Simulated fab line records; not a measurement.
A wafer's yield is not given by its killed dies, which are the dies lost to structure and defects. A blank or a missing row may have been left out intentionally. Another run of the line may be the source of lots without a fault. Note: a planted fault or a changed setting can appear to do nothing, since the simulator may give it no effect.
fab line records | flow n5Finfet
record: lots: 4 wafers: 12 lastDay: 16
route steps=1938 shown MOL_CONTACT_COAG@554 BEOL_M4@1111
lots with no fault: from the same line, run without faults
startH: hours from the record's first day to the start of the lot's first wafer shown | waitH: hours elapsed since this lot's preceding step | " repeats the value in the row above | L1.1+2: a single row standing in for several wafers | - no value, or no start given | * or withheld: withheld | < > ~ a bound
route shown NAME@n: NAME is a module with steps in the file, n the number in the route of the first one | usual: the fault-free wafers' mean and standard deviation | same: alike in all rows | chamber/n: place in a boat | sites: the reading at each site | _std_site: the values' standard deviation | _edge_site: inner sites' mean taken away from outer sites' mean | radiusMm: how far each site lies from the wafer's centre | mask NAME#n: copy n | behind: tool/chamber where the wafer was last shaped | hold: reason for holding the lot/hours on hold/outcome of the hold | device: names the non-switching transistor (n, p or np) | end of line: tests of these same wafers at the route's end | step lacking rows: just its recipe | killed: not the wafer's yield, but the dies lost to structure and defects at the first sort | map: per-die view of a wafer (x killed, . not killed, _ where there is no die)
set.NAME: setting as actually run; set.NAME@STEP: the setting as run at that earlier step | model.NAME: the simulator's own value behind a step, which no gauge read
a table for each step, a row for each wafer; lots at some steps of the route
services: when a tool's chamber went out of use (startH, in hours from the record's first day, below 0 if earlier), for how many hours, and the reason
== steps ==
step: N5_MOL_CONTACT_COAG_CMP_23
recipe: stopOn: SiO2 tOverpolishS: 1.5 postCmpClean: cuAlkaline downForcePsi: 2 platenRpm: 50.289 padVelocityMS: 1.0006 targetThkNm: 0
step: N5_MOL_CONTACT_COAG_WET_ETCH_26
recipe: target: Co targetDepthNm: 13
step: N5_MOL_CONTACT_COAG_WET_ETCH_116
recipe: chemistry: SC1-inhibited targetDepthNm: 4.6 dry: ipaMarangoni rinseTimeS: 30 rinseTempC: 23
step: N5_MOL_CONTACT_COAG_ALD_27
recipe: material: SiOC targetThkA: 170 tempC: 400 aldPrecursorFamily: carbosiloxane aldCoReactant: H2-plasma pulseTimeS: 1.5 timeS: 2720 purgeTimeS: 2 coReactantPurgeTimeS: 2 aldCycles: 340 pressureTorr: 2
step: N5_MOL_CONTACT_COAG_CMP_28
recipe: stopOn: SiNx tOverpolishS: 0.85 postCmpClean: alkalineBrush downForcePsi: 4.15 platenRpm: 51.8 padVelocityMS: 1.0307 targetThkNm: 14.522
step: N5_MOL_CONTACT_COAG_ALD_123
recipe: material: SiNx targetThkA: 50 tempC: 400 aldPrecursorFamily: SiH2I2 aldCoReactant: N2/H2-plasma pulseTimeS: 1 purgeTimeS: 2 coReactantPurgeTimeS: 2 aldCycles: 100 pressureTorr: 2
step: N5_MOL_CONTACT_COAG_PECVD_31
recipe: material: SiO2 targetThkA: 460 tempC: 400 precursor: TEOS/O2 pressureTorr: 6.5 rfW: withheld teosFlowSccm: withheld gas: O2 flowSccm: 2650 timeS: 8.9
step: N5_MOL_CONTACT_COAG_COAT_75
recipe: resist: SOC tempC: 250 timeS: 60 spinRpm: 1500 resistThkNm: 60
step: N5_MOL_CONTACT_COAG_COAT_76
recipe: resist: SiARC tempC: 220 timeS: 60 spinRpm: 1500 resistThkNm: 10
step: N5_MOL_CONTACT_COAG_COAT_77
recipe: resist: underlayer tempC: 205 timeS: 60 spinRpm: 1500 resistThkNm: 10
usual: exhaustPa: 45.0/0.82 spinSpeedRpm: 1500.0/0.85
columns lot.wafer tool chamber startH waitH exhaustPa spinSpeedRpm model.underlayer_of_MOL_CONTACT_COAG_COAT_77.thkNm
L952.1 lithoTrack-02 0 159.64 - 45.3 1783.2 9.2
L952.3 " 0 " " 46.2 1782.9 9.2
L952.4 " 0 " " 46.0 1783.3 9.2
L953.2 lithoTrack-02 0 167.49 - 44.7 1783.4 9.2
L953.3 " 0 " " 45.6 1784.1 9.2
L953.6 " 0 " " 44.3 1783.6 9.2
L962.1 lithoTrack-04 0 219.64 - 45.1 1499.7 10
L962.5 " 0 " " 46.1 1500.2 10
L962.6 " 0 " " 45.2 1500.6 10
L964.3 lithoTrack-05 0 229.54 - 45.1 1499.7 10
L964.4 " 0 " " 44.6 1500.6 10
L964.5 " 0 " " 46.6 1499.9 10
step: N5_MOL_CONTACT_COAG_COAT_78
recipe: resist: CAR-EUV spinRpm: 1500 resistThkNm: 40
step: N5_MOL_CONTACT_COAG_EBR_80
recipe: solvent: PGMEA ebrWidthMm: 1.5
step: N5_MOL_CONTACT_COAG_SOFTBAKE_79
recipe: tempC: 110 timeS: 60 resist: CAR-EUV
step: N5_MOL_CONTACT_COAG_EXPOSE_81
recipe: maskId: VG na: 0.33 sourceShape: annular sigmaInner: 0.3 sigmaOuter: 0.7 polarization: unpolarized defocusNm: 0 doseMj: 59.5
step: N5_MOL_CONTACT_COAG_PEB_82
recipe: pebTempC: 100 pebTimeS: 60 resist: CAR-EUV
step: N5_MOL_CONTACT_COAG_DEVELOP_83
recipe: developTimeS: 30 developer: TMAH resist: CAR-EUV rinseLiquid: surfactantRinse dry: airSpin devTempC: 23
step: N5_MOL_CONTACT_COAG_DESCUM_88
recipe: chemistry: O2 timeS: 7 sourcePowerW: 50 biasPowerW: 20 pressureMtorr: 20 rfFrequencyHz: 2.712e+07 tempC: 40 resist: CAR-EUV o2FlowSccm: 225
step: N5_MOL_CONTACT_COAG_ETCH_89
recipe: chemistry: N2/H2 target: underlayer targetDepthA: 130 maskMaterial: CAR-EUV timeS: 10.4 ionEnergyEv: 200 pressureMtorr: 30 sourceW: 840 biasW: 150 n2FlowSccm: 200 h2FlowSccm: 200 ends: cleared
usual: chamberPressureMTorr: 30.002/0.027 drypumpMotorCurrentA: 5.5/0.48 etchRfOnTimeS: 10.37/0.23 oesProductAu: 0.68/0.061 rfVppV: 523.7/2.6 showerheadPlenumPTorr: 2.54/0.087 throttleValvePct: 17.88/0.24
columns lot.wafer tool chamber startH waitH chamberPressureMTorr drypumpMotorCurrentA etchRfOnTimeS oesProductAu rfHoursCounterH rfVppV showerheadPlenumPTorr throttleValvePct model.CAR-EUV_of_MOL_CONTACT_COAG_COAT_78.thkNm model.etch.depthNm
L952.1 rieDiel-06 2 160.08 0.0 29.992 5.2 9.30 0.69 104 521.8 2.47 18.05 25.4 9.209
L952.3 " 0 " " 29.953 5.1 9.61 0.62 186 526.6 2.64 18.21 25.4 9.215
L952.4 " 1 " " 29.995 5.3 9.51 0.68 97 524.5 2.55 17.73 25.6 9.173
L953.2 rieDiel-01 3 168.07 0.0 30.034 6.5 9.33 0.74 46 527.6 2.70 17.54 25.8 9.23
L953.3 " 1 " " 29.992 5.7 9.51 0.83 2 522.1 2.50 17.66 25.6 9.217
L953.6 " 1 " " 30.030 5.7 9.55 0.83 - 522.7 2.50 17.68 25.6 9.222
L962.1 rieDiel-06 3 220.36 0.0 30.026 4.9 10.64 0.69 93 523.2 2.47 17.75 24.6 9.975
L962.5 " 3 " " 30.019 4.9 10.60 0.68 - 522.6 2.47 17.77 24.8 9.978
L962.6 " 2 " " 29.997 5.2 10.02 0.68 - 520.7 2.46 18.08 24.6 9.975
L964.3 rieDiel-01 0 230.27 0.0 29.997 5.6 10.38 0.61 230 522.7 2.50 18.05 24.8 9.99
L964.4 " 2 " " 29.994 5.1 10.71 0.64 131 527.6 2.66 18.22 24.6 9.977
L964.5 " 3 " " 29.972 6.5 10.13 0.71 - 527.1 2.69 17.57 24.8 10.01
step: N5_MOL_CONTACT_COAG_ETCH_90
recipe: chemistry: CF4 target: SiARC targetDepthA: 130 maskMaterial: CAR-EUV timeS: 21.7 ionEnergyEv: 80 pressureMtorr: 40 sourceW: 545 biasW: 36 Ar_flow_sccm: 100 cf4FlowSccm: 100 ends: cleared
step: N5_MOL_CONTACT_COAG_ALD_131
recipe: material: SiO2 targetThkA: 50 tempC: 100 aldPrecursorFamily: BDEAS aldCoReactant: O2-plasma pulseTimeS: 1 coReactantPulseTimeS: 1 purgeTimeS: 2 coReactantPurgeTimeS: 2 aldCycles: 35 pressureTorr: 2
step: N5_MOL_CONTACT_COAG_ETCHBACK_132
recipe: chemistry: CHF3 target: SiO2 targetDepthA: 100 timeS: 6.7 ionEnergyEv: 200 pressureMtorr: 30 sourceW: 610 biasW: 170 Ar_flow_sccm: 200 CHF3_flow_sccm: 50
usual: chamberPressureMTorr: 30.001/0.026 drypumpMotorCurrentA: 5.5/0.5 oesProductAu: 0.79/0.072 rfVppV: 525/6.8 showerheadPlenumPTorr: 2.38/0.079 throttleValvePct: 18.73/0.24
columns lot.wafer tool chamber startH waitH chamberPressureMTorr drypumpMotorCurrentA oesProductAu rfHoursCounterH rfVppV showerheadPlenumPTorr throttleValvePct model.CAR-EUV_of_MOL_CONTACT_COAG_COAT_78.thkNm
L952.1 rieDiel-06 3 160.36 0.1 29.978 4.9 0.82 72 530 2.30 18.32 16.4
L952.3 " 2 " " 30.009 5.2 0.82 104 530 2.30 18.75 16.4
L952.4 " 0 " " 29.956 5.0 0.73 186 513 2.45 18.93 16.6
L953.2 rieDiel-06 2 168.34 0.1 30.009 5.2 0.81 107 530 2.30 18.76 16.6
L953.3 " 0 " " 29.995 5.1 0.73 189 511 2.45 18.94 16.6
L953.6 " 0 " " 29.997 5.1 0.73 - 512 2.45 18.93 16.4
L962.1 rieDiel-01 1 222.44 0.1 29.961 5.7 0.92 22 512 2.33 18.50 15.6
L962.5 " 0 " " 30.019 5.6 0.71 - 526 2.34 18.91 15.6
L962.6 " 1 " " 29.995 5.7 0.91 - 513 2.33 18.50 15.4
L964.3 rieDiel-01 0 230.71 0.3 30.029 5.6 0.72 230 526 2.34 18.93 15.8
L964.4 " 1 " " 30.014 5.8 0.91 25 513 2.33 18.51 15.4
L964.5 " 3 " " 30.016 6.5 0.83 - 531 2.50 18.43 15.6
step: N5_MOL_CONTACT_COAG_ETCH_91
recipe: chemistry: N2/H2 target: SOC targetDepthA: 600 overetchA: 210 maskMaterial: SiARC tempC: 40 timeS: 101.2 ionEnergyEv: 200 pressureMtorr: 30 sourceW: 840 biasW: 150 n2FlowSccm: 200 h2FlowSccm: 200
step: N5_BEOL_M4_RC_MEAS_101
usual: DIBL_N: 36.3/1.7 DIBL_P: 36.5/1.8 IOFF_N: 0.16/0.033 IOFF_P: 0.21/0.037 ION_N: 675/11 ION_P: 462/7.9 SS_N: 71.6/0.64 SS_P: 73.3/0.68 VT_N: 249/3.3 VT_P: -250/3.3
columns lot.wafer tool chamber startH waitH DIBL_N[mV/V] DIBL_P[mV/V] IOFF_N[nA/um] IOFF_P[nA/um] ION_N[uA/um] ION_P[uA/um] SS_N[mV/dec] SS_P[mV/dec] VT_N[mV] VT_P[mV]
L952.1 prober-01 0 223.19 0.0 35.6 36.8 0.16 0.23 691 475 71.3 74.3 248 -250
L952.3 " 0 " " 35.2 35.9 0.15 0.22 679 466 71.8 73.9 252 -250
L952.4 " 0 " " 35.1 37.3 0.16 0.24 684 468 72.2 73.7 250 -249
L953.2 prober-01 0 225.41 0.2 34.4 32.5 0.13 0.16 660 450 71.4 72.5 252 -255
L953.3 " 0 " " 36.8 36.6 0.17 0.21 674 455 71.7 73.4 250 -252
L953.6 " 0 " " 36.9 36.5 0.18 0.21 671 458 71.9 73.2 247 -252
L962.1 prober-02 0 287.94 0.0 35.1 35.5 0.16 0.19 689 469 72.3 73.0 248 -250
L962.5 " 0 " " 34.9 34.7 0.15 0.19 681 466 70.9 72.8 250 -249
L962.6 " 0 " " 33.3 33.1 0.13 0.17 679 465 70.6 73.0 251 -254
L964.3 prober-02 0 298.49 0.3 40.3 39.9 0.24 0.24 693 461 73.0 74.6 246 -254
L964.4 " 0 " " 40.2 39.7 0.24 0.24 703 466 72.2 74.6 243 -249
L964.5 " 0 " " 36.1 35.1 0.14 0.17 676 458 71.3 72.9 251 -250
== services ==
columns tool chamber startH hours kind
rieDiel-01 1 146.78 - clean
rieDiel-01 1 146.78 - consumableReplace:focusRing
rieDiel-01 1 146.78 13.0 scheduledDown
rieDiel-01 1 146.78 13.0 ventCycle
rieDiel-06 0 188.36 17.2 repair
lithoTrack-02 - 227.30 - consumableReplace:filter
== key ==
firstSign: step: N5_MOL_CONTACT_COAG_COAT_77 reading: spinSpeedRpm direction: up sigmas: 99+ usual: * struck: *
effect: step: N5_MOL_CONTACT_COAG_ETCH_89 reading: etchRfOnTimeS direction: down sigmas: 4 usual: * struck: *
modelEffect: step: N5_MOL_CONTACT_COAG_COAT_77 value: underlayer_of_MOL_CONTACT_COAG_COAT_77.thkNm without: 10 struck: 9.2
modelEffect: step: N5_MOL_CONTACT_COAG_ETCH_89 value: CAR-EUV_of_MOL_CONTACT_COAG_COAT_78.thkNm without: 24.67 struck: 25.57
modelEffect: step: N5_MOL_CONTACT_COAG_ETCHBACK_132 value: CAR-EUV_of_MOL_CONTACT_COAG_COAT_78.thkNm without: 15.53 struck: 16.5
metAt N5_MOL_CONTACT_COAG_COAT_77
struckWafers L952.1,L952.3,L952.4,L953.2,L953.3,L953.6
fault: kind: processParameterDrift tool: lithoTrack-02 chamber: - onsetH: 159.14 steps: N5_MOL_CONTACT_COAG_COAT_77 channel: spinRpm offset: * shape: step endH: 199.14 actsIn: * stated: *
